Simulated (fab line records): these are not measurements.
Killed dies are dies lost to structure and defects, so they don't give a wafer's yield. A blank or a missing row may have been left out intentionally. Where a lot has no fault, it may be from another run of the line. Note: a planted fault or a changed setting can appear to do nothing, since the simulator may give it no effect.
fab line records	flow n5Finfet
[record] lots = 6	wafers = 18	lastDay = 18
route steps=1938 shown BEOL_M5@1189 BEOL_M6@1194 PASSIVATION@1936
lots with no fault: from the same line, run without faults
startH: hours from the record's opening day to when the first of the lot's shown wafers began	waitH: how many hours have passed since the lot's step before this one	" unchanged from the row above	L1.1+2: several wafers, shown together as one row	- no value, or no start given	* or withheld: withheld	< > ~ a bound
route shown NAME@n: names a module that has steps shown in the file, with the first one's number in the route	usual: mean and standard deviation over wafers with no fault	same: alike in all rows	chamber/n: place in a boat	sites: the reading at each site	_std_site: the standard deviation of these	_edge_site: the outer-site mean with the inner-site mean subtracted	radiusMm: how far each site lies from the wafer's centre	mask NAME#n: copy n	behind: the tool/chamber that last shaped the wafer	hold: why the lot went on hold/how many hours it stayed there/how the hold came to an end	device: whichever transistor did not switch (one of n, p or np)	end of line: at the end of the route, the tests of the same wafers	a step with no rows: only its recipe	killed: not the wafer's yield, but the dies lost to structure and defects at the first sort	map: a wafer's dies, x killed, . not, _ none there
set.NAME: the setting the step ran with; set.NAME@STEP: the setting that earlier step ran with	model.NAME: the simulator's own value behind a step, which no gauge read
lots at some steps of the route; a table a step, a row a wafer
services: a tool's chamber out of use, with start hour (startH, from the record's first day; less than 0 if before it), hours out, and reason
[[steps]]
[step N5_BEOL_M5_CO_CAP_78]
[recipe] material = Co	targetThkA = 20	tempC = 200	precursor = CCTBA/H2	pressureTorr = 30	timeS = 102.1
[step N5_BEOL_M5_PRE_CLEAN_55]
[recipe] gas = NH3	timeS = 15	tempC = withheld	rfPowerW = 300
[step N5_BEOL_M5_DEP_56]
[recipe] material = SiCN	targetThkA = 80	tempC = withheld	precursor = 3MS/NH3	pressureTorr = 3	rfW = 202	timeS = 14
[usual] showerheadPlenumPTorr = 3.668/0.013	throttleValvePct = 9.0/0.59
lot.wafer	tool	chamber	startH	waitH	showerheadPlenumPTorr	throttleValvePct
L615.2	pecvd-02	1	253.12	0.0	3.652	8.8
L615.5	"	2	"	"	3.672	8.7
L615.6	"	0	"	"	3.655	8.7
L617.2	pecvd-02	1	260.95	0.0	3.648	8.6
L617.4	"	1	"	"	3.645	9.0
L617.5	"	2	"	"	3.670	9.0
L620.2	pecvd-01	2	285.37	0.0	3.668	8.4
L620.4	"	2	"	"	3.673	8.4
L620.5	"	2	"	"	3.666	8.1
L627.2	pecvd-01	1	323.69	0.0	3.680	9.9
L627.3	"	2	"	"	3.685	8.4
L627.6	"	0	"	"	3.682	10.1
L629.1	pecvd-02	0	326.81	0.0	3.646	8.8
L629.2	"	2	"	"	3.669	9.0
L629.3	"	1	"	"	3.656	8.5
L628.1	pecvd-04	1	331.47	0.0	3.656	9.1
L628.3	"	1	"	"	3.655	9.4
L628.5	"	1	"	"	3.656	9.4
[step N5_BEOL_M5_RS_MEAS_57]
[recipe] thkMeasGauge = four-point-probe	reads = Co_of_BEOL_M5_CO_CAP_78+Cu_of_BEOL_M5_ECD_50+Co_of_BEOL_M5_CVD_47+TaN_of_BEOL_M5_ALD_86
[usual] M5_RS = 0.393/0.018
lot.wafer	tool	chamber	startH	waitH	M5_RS[ohm/sq]
L615.2	filmMetro-02	-	253.18	0.1	0.371
L615.5	"	-	"	"	0.424
L615.6	"	-	"	"	0.373
L617.2	filmMetro-01	-	261.02	0.1	0.376
L617.4	"	-	"	"	0.405
L617.5	"	-	"	"	0.430
L620.2	filmMetro-02	-	285.46	0.1	0.401
L620.4	"	-	"	"	0.381
L620.5	"	-	"	"	0.386
L627.2	filmMetro-01	-	323.76	0.1	0.396
L627.3	"	-	"	"	0.372
L627.6	"	-	"	"	0.383
L629.1	filmMetro-01	-	326.88	0.0	0.413
L629.2	"	-	"	"	0.406
L629.3	"	-	"	"	0.415
L628.1	filmMetro-01	-	331.56	0.1	0.420
L628.3	"	-	"	"	0.373
L628.5	"	-	"	"	0.380
[step N5_BEOL_M5_INSPECT_58]
[recipe] inspectInstrument = darkfield	mode = postDep
[usual] rawDefectCount = 61/18
lot.wafer	tool	chamber	startH	waitH	rawDefectCount
L615.2	defectInspect-02	-	253.21	0.0	76
L615.5	"	-	"	"	84
L615.6	"	-	"	"	53
L617.2	defectInspect-01	-	261.04	0.0	34
L617.4	"	-	"	"	36
L617.5	"	-	"	"	41
L620.2	defectInspect-02	-	285.48	0.0	72
L620.4	"	-	"	"	80
L620.5	"	-	"	"	94
L627.2	defectInspect-01	-	323.79	0.0	41
L627.3	"	-	"	"	55
L627.6	"	-	"	"	60
L629.1	defectInspect-02	-	326.90	0.0	84
L629.2	"	-	"	"	59
L629.3	"	-	"	"	44
L628.1	defectInspect-02	-	331.58	0.0	51
L628.3	"	-	"	"	47
L628.5	"	-	"	"	43
[step N5_BEOL_M6_ILD_DEP_00]
[recipe] material = SiCOH_lowk	targetThkA = 1797.5	tempC = 300	precursor = DEMS/porogen	pressureTorr = 5	rfW = 500	timeS = 33.4
[usual] heaterPowerW = 331/36	showerheadPlenumPTorr = 5.741/0.018	throttleValvePct = 13.6/0.49
lot.wafer	tool	chamber	startH	waitH	heaterPowerW	showerheadPlenumPTorr	throttleValvePct
L615.2	pecvd-02	1	253.25	0.0	367	5.731	13.2
L615.5	"	0	"	"	375	5.733	13.3
L615.6	"	1	"	"	364	5.723	13.1
L617.2	pecvd-02	1	261.08	0.0	342	5.715	13.1
L617.4	"	1	"	"	368	5.728	13.0
L617.5	"	2	"	"	344	5.761	13.8
L620.2	pecvd-03	0	285.52	0.0	383	5.730	13.1
L620.4	"	2	"	"	259	5.726	12.8
L620.5	"	0	"	"	305	5.728	13.3
L627.2	pecvd-03	1	323.82	0.0	339	5.779	14.4
L627.3	"	0	"	"	383	5.731	13.3
L627.6	"	0	"	"	376	5.720	13.5
L629.1	pecvd-03	1	326.94	0.0	294	5.773	14.3
L629.2	"	2	"	"	298	5.733	13.2
L629.3	"	0	"	"	379	5.716	13.6
L628.1	pecvd-02	1	331.62	0.0	351	5.731	13.2
L628.3	"	0	"	"	337	5.728	13.2
L628.5	"	1	"	"	347	5.733	13.2
[step N5_BEOL_M6_CURE_74]
[recipe] tempC = 385	timeS = 240	ambient = He/Ar	material = SiCOH_lowk
[step N5_BEOL_M6_THK_MEAS_01]
[recipe] reads = SiCOH_lowk_of_BEOL_M6_ILD_DEP_00
[usual] M6_ILD_THK = 154.8/2.1
lot.wafer	tool	chamber	startH	waitH	M6_ILD_THK[nm]
L615.2	filmMetro-01	-	253.82	0.4	154.7
L615.5	"	-	"	"	158.6
L615.6	"	-	"	"	158.1
L617.2	filmMetro-02	-	261.65	0.4	152.2
L617.4	"	-	"	"	156.8
L617.5	"	-	"	"	158.2
L620.2	filmMetro-02	-	286.10	0.4	151.7
L620.4	"	-	"	"	156.9
L620.5	"	-	"	"	153.4
L627.2	filmMetro-02	-	324.40	0.4	155.5
L627.3	"	-	"	"	153.4
L627.6	"	-	"	"	157.6
L629.1	filmMetro-02	-	327.52	0.4	154.3
L629.2	"	-	"	"	154.6
L629.3	"	-	"	"	156.7
L628.1	filmMetro-01	-	332.45	0.4	151.7
L628.3	"	-	"	"	153.7
L628.5	"	-	"	"	156.1
[step N5_BEOL_M6_PECVD_70]
[recipe] material = SiO2	targetThkA = 200	tempC = 400	precursor = TEOS/O2	pressureTorr = 5.5	rfW = 450	teosFlowSccm = 53.8	gas = O2	flowSccm = 3000	timeS = 22.7
[usual] heaterPowerW = 761/59	showerheadPlenumPTorr = 8.78/0.074	throttleValvePct = 21.9/0.71
lot.wafer	tool	chamber	startH	waitH	heaterPowerW	showerheadPlenumPTorr	throttleValvePct
L615.2	pecvd-03	2	253.86	0.0	664	8.73	20.6
L615.5	"	2	"	"	681	8.75	21.1
L615.6	"	0	"	"	815	8.77	21.5
L617.2	pecvd-02	2	261.69	0.0	692	8.82	21.9
L617.4	"	0	"	"	847	8.75	21.8
L617.5	"	1	"	"	789	8.70	21.4
L620.2	pecvd-02	1	286.13	0.0	769	8.69	21.6
L620.4	"	1	"	"	783	8.72	21.5
L620.5	"	0	"	"	836	8.77	21.7
L627.2	pecvd-03	2	324.44	0.0	693	8.75	21.0
L627.3	"	0	"	"	781	8.75	21.5
L627.6	"	2	"	"	707	8.75	20.8
L629.1	pecvd-03	1	327.56	0.0	678	8.93	23.1
L629.2	"	0	"	"	749	8.78	21.3
L629.3	"	2	"	"	677	8.75	20.8
L628.1	pecvd-02	0	332.48	0.0	779	8.77	21.5
L628.3	"	1	"	"	857	8.69	21.5
L628.5	"	0	"	"	764	8.77	21.8
[step N5_BEOL_M6_HM_DEP_02]
[recipe] material = TiN	targetThkA = 200	tempC = 25	chamberPressurePa = 0.49996
[usual] throttleValvePct = 30.2/0.96
lot.wafer	tool	chamber	startH	waitH	throttleValvePct
L615.2	pvdSputter-03	-	256.07	2.2	30.7
L615.5	"	-	"	"	29.2
L615.6	"	-	"	"	29.5
L617.2	pvdSputter-02	-	263.13	1.4	30.1
L617.4	"	-	"	"	28.2
L617.5	"	-	"	"	29.3
L620.2	pvdSputter-01	-	287.53	1.4	31.0
L620.4	"	-	"	"	30.6
L620.5	"	-	"	"	30.6
L627.2	pvdSputter-02	-	325.86	1.4	31.8
L627.3	"	-	"	"	28.0
L627.6	"	-	"	"	31.5
L629.1	pvdSputter-03	-	330.41	2.8	30.7
L629.2	"	-	"	"	31.4
L629.3	"	-	"	"	29.8
L628.1	pvdSputter-01	-	334.17	1.7	30.7
L628.3	"	-	"	"	29.8
L628.5	"	-	"	"	30.0
[step N5_BEOL_M6_COAT_59]
[recipe] resist = SOC	tempC = 250	timeS = 60	spinRpm = 1500	resistThkNm = 100
[step N5_BEOL_M6_COAT_60]
[recipe] resist = SiARC	tempC = 220	timeS = 60	spinRpm = 1500	resistThkNm = 35
[step N5_BEOL_M6_COAT_05]
[recipe] resist = CAR-ArF	spinRpm = 1500	resistThkNm = 90
[usual] resistLineTempC = 22.99/0.12	spinSpeedRpm = 1499.9/0.93
lot.wafer	tool	chamber	startH	waitH	resistLineTempC	spinSpeedRpm	model.CAR-ArF_of_BEOL_M6_COAT_05.thkNm
L615.2	lithoTrack-02	0	256.20	-	22.99	1497.4	89.6
L615.5	"	0	"	"	22.96	1498.5	89.6
L615.6	"	0	"	"	22.97	1498.4	89.8
L617.2	lithoTrack-02	0	263.27	-	22.87	1499.9	90
L617.4	"	0	"	"	23.06	1499.7	89.8
L617.5	"	0	"	"	23.06	1500.8	89.8
L620.2	lithoTrack-04	0	287.66	-	23.11	1499.7	89.8
L620.4	"	0	"	"	22.93	1501.8	89.8
L620.5	"	0	"	"	22.97	1500.1	89.8
L627.2	lithoTrack-04	0	325.99	-	23.01	1670.0	85.4
L627.3	"	0	"	"	23.11	1671.4	85.6
L627.6	"	0	"	"	22.95	1670.5	85.4
L629.1	lithoTrack-04	0	330.55	-	23.09	1670.1	85.2
L629.2	"	0	"	"	22.87	1669.1	85.4
L629.3	"	0	"	"	22.99	1670.7	85.2
L628.1	lithoTrack-02	0	334.30	-	23.12	1498.1	89.8
L628.3	"	0	"	"	23.06	1500.5	89.8
L628.5	"	0	"	"	23.17	1500.1	89.6
[step N5_BEOL_M6_EBR_07]
[recipe] solvent = PGMEA	ebrWidthMm = 1.5
[step N5_BEOL_M6_SOFTBAKE_06]
[recipe] tempC = 110	timeS = 60	resist = CAR-ArF
[step N5_BEOL_M6_EXPOSE_08]
[recipe] maskId = M6	na = 1.35	sourceShape = dipole	sigmaInner = 0.817	sigmaOuter = 0.97	polarization = te	doseMj = 68.25
[step N5_BEOL_M6_PEB_09]
[recipe] pebTempC = withheld	pebTimeS = 60	resist = CAR-ArF
[step N5_BEOL_M6_DEVELOP_10]
[recipe] developTimeS = 30	developer = TMAH	resist = CAR-ArF	rinseLiquid = diw	dry = airSpin	devTempC = 23
[step N5_BEOL_M6_CD_MEAS_11]
[recipe] targetCdNm = 38.5	landingEnergyEv = 500	detector = seInlens	polarity = opening
[usual] cdNm = 38.5/0.54
lot.wafer	tool	chamber	startH	waitH	cdNm
L615.2	cdSem-02	0	256.57	-	37.8
L615.5	"	0	"	"	37.9
L615.6	"	0	"	"	37.9
L617.2	cdSem-02	0	263.63	-	39.1
L617.4	"	0	"	"	37.4
L617.5	"	0	"	"	38.2
L620.2	cdSem-01	0	287.90	-	38.6
L620.4	"	0	"	"	38.0
L620.5	"	0	"	"	38.2
L627.2	cdSem-02	0	326.23	-	38.8
L627.3	"	0	"	"	38.6
L627.6	"	0	"	"	39.0
L629.1	cdSem-03	0	330.92	-	38.7
L629.2	"	0	"	"	38.7
L629.3	"	0	"	"	38.2
L628.1	cdSem-02	0	334.54	-	38.4
L628.3	"	0	"	"	39.0
L628.5	"	0	"	"	39.1
[step N5_BEOL_M6_OVL_MEAS_12]
[recipe] pointsPerWafer = 44
[usual] M6_OVL = 0.4/0.72
[same] pointsPerWafer = 44
lot.wafer	tool	chamber	startH	waitH	M6_OVL[nm]
L615.2	overlay-02	0	256.59	0.0	0.2
L615.5	"	0	"	"	1.1
L615.6	"	0	"	"	0.2
L617.2	overlay-01	0	263.66	0.0	1.0
L617.4	"	0	"	"	1.1
L617.5	"	0	"	"	0.4
L620.2	overlay-02	0	287.93	0.0	0.4
L620.4	"	0	"	"	0.1
L620.5	"	0	"	"	0.4
L627.2	overlay-02	0	326.26	0.0	-0.1
L627.3	"	0	"	"	0.4
L627.6	"	0	"	"	-0.7
L629.1	overlay-01	0	330.95	0.0	-1.0
L629.2	"	0	"	"	-1.2
L629.3	"	0	"	"	-0.8
L628.1	overlay-01	0	334.57	0.0	0.7
L628.3	"	0	"	"	0.1
L628.5	"	0	"	"	0.7
[step N5_BEOL_M6_INSPECT_13]
[recipe] mode = adi	inspectInstrument = brightfield
[usual] rawDefectCount = 373/93
lot.wafer	tool	chamber	startH	waitH	rawDefectCount
L615.2	defectInspect-02	-	256.62	0.0	385
L615.5	"	-	"	"	345
L615.6	"	-	"	"	366
L617.2	defectInspect-01	-	263.69	0.0	299
L617.4	"	-	"	"	285
L617.5	"	-	"	"	286
L620.2	defectInspect-02	-	287.95	0.0	401
L620.4	"	-	"	"	295
L620.5	"	-	"	"	312
L627.2	defectInspect-02	-	326.29	0.0	302
L627.3	"	-	"	"	444
L627.6	"	-	"	"	389
L629.1	defectInspect-01	-	330.97	0.0	559
L629.2	"	-	"	"	380
L629.3	"	-	"	"	515
L628.1	defectInspect-02	-	334.60	0.0	290
L628.3	"	-	"	"	428
L628.5	"	-	"	"	329
[step N5_BEOL_M6_DESCUM_16]
[recipe] chemistry = O2	timeS = 7.9	sourcePowerW = 50	biasPowerW = 20	pressureMtorr = 20	rfFrequencyHz = 2.712e+07	tempC = 40	resist = CAR-ArF	o2FlowSccm = 225
[step N5_BEOL_M6_ETCH_61]
[recipe] chemistry = CF4	target = SiARC	targetDepthA = 455	maskMaterial = CAR-ArF	timeS = 75.8	ionEnergyEv = 80	pressureMtorr = 40	sourceW = 545	biasW = 36	Ar_flow_sccm = 100	cf4FlowSccm = 100	ends = cleared
[usual] drypumpMotorCurrentA = 6.0/0.52	etchRfOnTimeS = 75.5/1.8	oesProductAu = 0.67/0.082	rfVppV = 184.5/1.2	showerheadPlenumPTorr = 2.18/0.077	throttleValvePct = 15.54/0.22
lot.wafer	tool	chamber	startH	waitH	drypumpMotorCurrentA	etchRfOnTimeS	oesProductAu	rfHoursCounterH	rfVppV	showerheadPlenumPTorr	throttleValvePct	model.CAR-ArF_of_BEOL_M6_COAT_05.thkNm
L615.2	rieDiel-05	3	256.82	0.0	6.2	73.6	0.85	3	186.9	2.28	15.20	50.6
L615.5	"	3	"	"	6.2	73.8	0.85	-	185.7	2.28	15.20	50.6
L615.6	"	1	"	"	6.5	76.6	0.58	-	184.5	2.10	15.37	50.8
L617.2	rieDiel-05	3	263.75	0.0	6.2	73.3	0.84	5	185.7	2.28	15.21	50.8
L617.4	"	2	"	"	5.6	77.8	0.58	216	184.7	2.21	15.88	50.8
L617.5	"	3	"	"	6.2	73.9	0.83	-	186.7	2.28	15.22	50.6
L620.2	rieDiel-05	3	288.29	0.0	6.2	73.4	0.81	14	186.0	2.28	15.22	50.6
L620.4	"	1	"	"	6.5	76.4	0.58	247	182.9	2.10	15.39	50.8
L620.5	"	3	"	"	6.2	73.5	0.81	-	185.8	2.28	15.23	50.6
L627.2	rieDiel-05	3	326.41	0.0	6.2	74.4	0.77	31	186.7	2.27	15.27	46
L627.3	"	2	"	"	5.6	78.5	0.57	242	185.9	2.20	15.91	46.2
L627.6	"	3	"	"	6.2	74.7	0.78	-	186.6	2.27	15.25	46
L629.1	rieDiel-02	1	331.27	0.0	6.5	75.3	0.72	74	185.3	2.26	15.36	46.2
L629.2	"	2	"	"	5.6	74.3	0.65	138	183.4	2.13	15.62	46.2
L629.3	"	2	"	"	5.7	73.5	0.66	-	183.5	2.13	15.61	46
L628.1	rieDiel-05	0	335.23	0.0	5.6	75.3	0.76	44	182.6	2.19	15.60	50.8
L628.3	"	1	"	"	6.5	75.2	0.80	4	184.9	2.10	14.91	50.6
L628.5	"	1	"	"	6.5	75.4	0.81	-	182.9	2.10	14.89	50.8
[step N5_BEOL_M6_ETCH_62]
[recipe] chemistry = N2/H2	target = SOC	targetDepthA = 1100	overetchA = 220	maskMaterial = SiARC	tempC = 40	timeS = 165	ionEnergyEv = 200	pressureMtorr = 30	sourceW = 840	biasW = 150	n2FlowSccm = 200	h2FlowSccm = 200
[usual] drypumpMotorCurrentA = 6.0/0.52	oesProductAu = 0.67/0.076	rfVppV = 525.0/2.8	showerheadPlenumPTorr = 2.59/0.091	throttleValvePct = 17.75/0.24
lot.wafer	tool	chamber	startH	waitH	drypumpMotorCurrentA	oesProductAu	rfHoursCounterH	rfVppV	showerheadPlenumPTorr	throttleValvePct
L615.2	rieDiel-05	3	256.88	0.0	6.2	0.82	3	527.9	2.71	17.47
L615.5	"	3	"	"	6.2	0.82	-	530.9	2.71	17.48
L615.6	"	1	"	"	6.5	0.59	-	521.8	2.52	17.58
L617.2	rieDiel-05	3	263.81	0.0	6.2	0.81	5	530.4	2.71	17.48
L617.4	"	2	"	"	5.6	0.60	216	526.0	2.62	18.15
L617.5	"	3	"	"	6.2	0.82	-	528.3	2.71	17.49
L620.2	rieDiel-05	3	288.35	0.0	6.2	0.79	14	528.3	2.70	17.51
L620.4	"	1	"	"	6.5	0.59	247	522.0	2.51	17.61
L620.5	"	3	"	"	6.2	0.80	-	527.5	2.70	17.50
L627.2	rieDiel-05	3	326.46	0.0	6.2	0.76	31	528.5	2.70	17.53
L627.3	"	2	"	"	5.6	0.58	242	526.5	2.61	18.17
L627.6	"	3	"	"	6.2	0.75	-	528.1	2.70	17.52
L629.1	rieDiel-02	1	331.35	0.1	6.5	0.72	74	527.2	2.68	17.54
L629.2	"	2	"	"	5.7	0.64	138	524.5	2.56	18.09
L629.3	"	2	"	"	5.6	0.64	-	524.6	2.56	18.08
L628.1	rieDiel-05	0	335.28	0.0	5.6	0.76	44	524.3	2.57	17.74
L628.3	"	1	"	"	6.5	0.80	4	522.2	2.51	17.16
L628.5	"	1	"	"	6.5	0.80	-	524.3	2.51	17.17
[step N5_PASSIVATION_PROBE_49]
[usual] defectLimitedYield = 91.2/1.5	killed_at_M0_to_M3 = 33/9.6	killed_at_M4_up = 14/5.6	killedAtContacts = 14/5.5	killedAtFrontEnd = 40/13	killedAtOther = 4/3	killedDies = 104/17	killedOpen = 68/13	killedShort = 33/7.2	sort_bin_5_function = 5.2/0.95	sort_bin_6_memory = 3.3/0.62	sortNPass = 1076/17	sortYieldPct = 91.2/1.5
[same] grossDies = 1180	killedAtBackSide = 0	sort_bin_4_leakage[%] = 0	sort_bin_8_speed[%] = 0
lot.wafer	tool	chamber	startH	waitH	defectLimitedYield[%]	killed_at_M0_to_M3	killed_at_M4_up	killedAtContacts	killedAtFrontEnd	killedAtOther	killedDies	killedOpen	killedShort	sort_bin_5_function[%]	sort_bin_6_memory[%]	sortNPass	sortYieldPct[%]
L615.2	prober-02	-	347.20	0.3	90.6	15	17	28	46	5	111	75	35	5.5	3.8	1069	90.6
L615.5	prober-02	-	347.35	0.4	91.5	33	12	16	33	6	100	65	32	5.3	2.9	1080	91.5
L615.6	prober-02	-	347.40	0.5	90.8	33	13	19	40	4	109	73	33	5.6	3.0	1071	90.8
L617.2	prober-01	-	360.29	0.1	89.9	48	15	11	37	8	119	86	31	6.4	3.4	1061	89.9
L617.4	prober-01	-	360.39	0.2	92.2	18	18	18	35	3	92	65	26	4.6	3.1	1088	92.2
L617.5	prober-01	-	360.44	0.2	91.9	27	11	28	26	4	96	62	34	4.8	3.2	1084	91.9
L620.2	prober-02	-	386.46	0.1	90.6	29	13	4	62	3	111	77	31	5.6	3.4	1069	90.6
L620.4	prober-02	-	386.56	0.2	90.2	38	16	7	49	6	116	75	38	5.8	3.7	1064	90.2
L620.5	prober-02	-	386.61	0.2	93.1	24	15	10	26	6	81	48	30	4.1	2.2	1099	93.1
L627.2	prober-02	-	426.38	0.1	91.4	31	7	11	52	0	101	63	33	5.1	3.4	1079	91.4
L627.3	prober-02	-	426.43	0.1	91.1	40	10	15	40	0	105	68	34	5.2	3.6	1075	91.1
L627.6	prober-02	-	426.58	0.3	91.9	33	4	9	50	0	96	67	26	4.8	3.1	1084	91.9
L628.1	prober-01	-	427.03	0.0	90.7	37	20	18	33	2	110	81	28	5.5	3.6	1070	90.7
L628.3	prober-01	-	427.13	0.1	93.4	31	5	12	29	1	78	59	19	4.1	2.3	1102	93.4
L628.5	prober-01	-	427.23	0.2	93.0	23	9	18	33	0	83	49	30	4.6	2.4	1097	93.0
L629.1	prober-01	-	429.05	0.0	93.4	29	17	13	18	1	78	55	23	4.0	2.4	1102	93.4
L629.2	prober-01	-	429.10	0.1	91.8	40	17	10	27	3	97	63	33	4.6	3.1	1083	91.8
L629.3	prober-01	-	429.15	0.1	93.6	37	10	7	17	4	75	43	31	3.2	3.1	1105	93.6
// killed by level:class
L615.2 MOL_CONTACT_COAG:geometricParticle:open=20 FIN_SAQP:geometricParticle:open=17 FIN_SAQP:geometricParticle:short=12 STI_FIN_REVEAL:geometricParticle:open=7 MOL_CONTACT_COAG:geometricParticle:short=7 BEOL_M3:geometricParticle:open=6 BEOL_M4:geometricParticle:open=6 BEOL_M4:geometricParticle:short=3
L615.5 MOL_CONTACT_COAG:geometricParticle:open=12 BEOL_M3:geometricParticle:open=10 BEOL_M0_SAQP:geometricParticle:open=9 FIN_SAQP:geometricParticle:open=7 BEOL_M0_SAQP:geometricParticle:short=6 ILD0:geometricParticle:open=4 GATE_CUT:geometricParticle:short=4 MOL_CONTACT_COAG:geometricParticle:short=4
L615.6 MOL_CONTACT_COAG:geometricParticle:open=14 BEOL_M0_SAQP:geometricParticle:open=9 FIN_SAQP:geometricParticle:short=7 FIN_SAQP:geometricParticle:open=6 BEOL_M1:geometricParticle:open=6 ILD0:geometricParticle:open=5 MOL_CONTACT_COAG:geometricParticle:short=5 BEOL_M3:geometricParticle:open=5
L617.2 BEOL_M2:geometricParticle:open=20 FIN_SAQP:geometricParticle:short=13 ILD0:geometricParticle:open=8 MOL_CONTACT_COAG:geometricParticle:open=8 BEOL_M1:geometricParticle:open=8 BEOL_M3:geometricParticle:open=7 BEOL_M4:geometricParticle:open=7 FIN_SAQP:geometricParticle:open=6
L617.4 MOL_CONTACT_COAG:geometricParticle:open=17 FIN_SAQP:geometricParticle:open=11 BEOL_M4:geometricParticle:open=8 STARTING-WAFER:geometricParticle:open=5 STI_FIN_REVEAL:geometricParticle:open=4 BEOL_M2:geometricParticle:open=4 FIN_SAQP:geometricParticle:short=3 ILD0:geometricParticle:short=3
L617.5 MOL_CONTACT_COAG:geometricParticle:open=21 MOL_CONTACT_COAG:geometricParticle:short=7 BEOL_M2:geometricParticle:open=7 BEOL_M0_SAQP:geometricParticle:open=5 BEOL_M5:geometricParticle:short=4 STARTING-WAFER:geometricParticle:short=4 STARTING-WAFER:geometricParticle:open=4 STI_FIN_REVEAL:geometricParticle:open=3
L620.2 STI_FIN_REVEAL:geometricParticle:open=19 BEOL_M2:geometricParticle:open=13 FIN_SAQP:geometricParticle:open=9 GATE_CUT:geometricParticle:short=8 FIN_SAQP:geometricParticle:short=6 BEOL_M4:geometricParticle:open=5 DUMMY_GATE:geometricParticle:open=4 GATE_CUT:geometricParticle:open=4
L620.4 FIN_SAQP:geometricParticle:open=14 BEOL_M3:geometricParticle:open=10 BEOL_M4:geometricParticle:open=9 STI_FIN_REVEAL:geometricParticle:open=7 MOL_CONTACT_COAG:geometricParticle:open=7 BEOL_M0_SAQP:geometricParticle:short=7 BEOL_M2:geometricParticle:open=7 GATE_CUT:geometricParticle:short=5
L620.5 MOL_CONTACT_COAG:geometricParticle:open=8 GATE_CUT:geometricParticle:short=7 BEOL_M3:geometricParticle:open=6 BEOL_M4:geometricParticle:open=6 FIN_SAQP:geometricParticle:short=5 BEOL_M0_SAQP:geometricParticle:open=5 STARTING-WAFER:geometricParticle:open=4 STI_FIN_REVEAL:geometricParticle:open=3
L627.2 STI_FIN_REVEAL:geometricParticle:open=12 FIN_SAQP:geometricParticle:open=10 BEOL_M2:geometricParticle:open=9 BEOL_M0_SAQP:geometricParticle:short=7 MOL_CONTACT_COAG:geometricParticle:open=5 MOL_CONTACT_COAG:geometricParticle:short=5 BEOL_M0_SAQP:geometricParticle:open=5 FIN_SAQP:geometricParticle:short=4
L627.3 BEOL_M0_SAQP:geometricParticle:open=13 STI_FIN_REVEAL:geometricParticle:open=12 MOL_CONTACT_COAG:geometricParticle:open=11 BEOL_M0_SAQP:geometricParticle:short=9 FIN_SAQP:geometricParticle:open=7 FIN_SAQP:geometricParticle:short=6 BEOL_M2:geometricParticle:open=6 BEOL_M5:geometricParticle:open=5
L627.6 FIN_SAQP:geometricParticle:open=17 FIN_SAQP:geometricParticle:short=9 BEOL_M2:geometricParticle:open=9 MOL_CONTACT_COAG:geometricParticle:open=8 BEOL_M3:geometricParticle:open=8 BEOL_M0_SAQP:geometricParticle:open=6 STI_FIN_REVEAL:geometricParticle:open=5 GATE_CUT:geometricParticle:open=4
L628.1 MOL_CONTACT_COAG:geometricParticle:open=13 FIN_SAQP:geometricParticle:short=10 FIN_SAQP:geometricParticle:open=10 BEOL_M4:geometricParticle:open=10 BEOL_M2:geometricParticle:open=9 BEOL_M1:geometricParticle:open=9 STI_FIN_REVEAL:geometricParticle:open=7 MOL_CONTACT_COAG:geometricParticle:short=5
L628.3 BEOL_M3:geometricParticle:open=22 MOL_CONTACT_COAG:geometricParticle:open=11 FIN_SAQP:geometricParticle:open=10 STI_FIN_REVEAL:geometricParticle:open=7 FIN_SAQP:geometricParticle:short=6 BEOL_M0_SAQP:geometricParticle:short=3 STI_FIN_REVEAL:geometricParticle:short=2 BEOL_M0_SAQP:geometricParticle:open=2
L628.5 MOL_CONTACT_COAG:geometricParticle:open=12 FIN_SAQP:geometricParticle:short=11 FIN_SAQP:geometricParticle:open=8 MOL_CONTACT_COAG:geometricParticle:short=6 BEOL_M2:geometricParticle:open=5 BEOL_M0_SAQP:geometricParticle:open=4 BEOL_M0_SAQP:geometricParticle:short=4 BEOL_M4:geometricParticle:open=4
L629.1 MOL_CONTACT_COAG:geometricParticle:open=13 BEOL_M0_SAQP:geometricParticle:short=7 BEOL_M3:geometricParticle:open=6 SPACER0:geometricParticle:open=5 BEOL_M0_SAQP:geometricParticle:open=5 BEOL_M4:geometricParticle:open=5 FIN_SAQP:geometricParticle:short=4 BEOL_M4:geometricParticle:short=4
L629.2 BEOL_M0_SAQP:geometricParticle:short=14 MOL_CONTACT_COAG:geometricParticle:open=10 BEOL_M0_SAQP:geometricParticle:open=10 BEOL_M3:geometricParticle:open=8 BEOL_M4:geometricParticle:open=7 STARTING-WAFER:geometricParticle:short=7 GATE_CUT:geometricParticle:open=5 BEOL_M5:geometricParticle:open=4
L629.3 BEOL_M0_SAQP:geometricParticle:open=15 BEOL_M0_SAQP:geometricParticle:short=11 MOL_CONTACT_COAG:geometricParticle:open=6 BEOL_M3:geometricParticle:open=5 STARTING-WAFER:geometricParticle:short=5 FIN_SAQP:geometricParticle:short=3 BEOL_M6:geometricParticle:open=3 BEOL_M3:geometricParticle:short=3
[[services]]
tool	chamber	startH	hours	kind
pecvd-01	2	230.32	2.1	scheduledDown
pecvd-01	-	243.92	14.6	pm
rieDiel-05	2	248.35	14.3	repair
pecvd-03	1	252.32	5.5	scheduledDown
pecvd-04	-	272.95	0.7	repair
pecvd-01	1	289.14	3.5	repair
rieDiel-05	1	297.02	-	clean
rieDiel-05	1	297.02	-	consumableReplace:focusRing
rieDiel-05	1	297.02	22.1	scheduledDown
rieDiel-05	1	297.02	22.1	ventCycle
pvdSputter-02	-	305.59	2.2	repair
rieDiel-02	2	306.72	4.8	repair
pecvd-03	0	307.67	5.5	scheduledDown
pecvd-01	-	310.82	0.3	repair
rieDiel-02	0	313.32	-	clean
rieDiel-02	0	313.32	-	consumableReplace:focusRing
rieDiel-02	0	313.32	30.2	scheduledDown
rieDiel-02	0	313.32	30.2	ventCycle
pecvd-02	1	313.98	5.0	scheduledDown
rieDiel-02	3	317.48	4.5	repair
pvdSputter-01	-	326.95	3.2	repair
rieDiel-02	3	329.20	11.3	repair
pecvd-04	0	331.85	8.1	repair
rieDiel-02	2	332.84	7.0	repair
[[key]]
[firstSign] step = N5_BEOL_M6_COAT_05	reading = spinSpeedRpm	direction = up	sigmas = 99+	usual = *	struck = *
effect none on later readings
[modelEffect] step = N5_BEOL_M6_COAT_05	value = CAR-ArF_of_BEOL_M6_COAT_05.thkNm	without = 90.07	struck = 85.37
[modelEffect] step = N5_BEOL_M6_ETCH_61	value = CAR-ArF_of_BEOL_M6_COAT_05.thkNm	without = 50.8	struck = 46.1
metAt N5_BEOL_M6_COAT_05
struckWafers L627.2,L627.3,L627.6,L629.1,L629.2,L629.3
onsetBetween 287.66 325.99
[fault] kind = processParameterDrift	tool = lithoTrack-04	chamber = -	onsetH = 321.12	steps = N5_BEOL_M6_COAT_05	channel = spinRpm	offset = *	shape = step	endH = 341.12	actsIn = *	stated = *
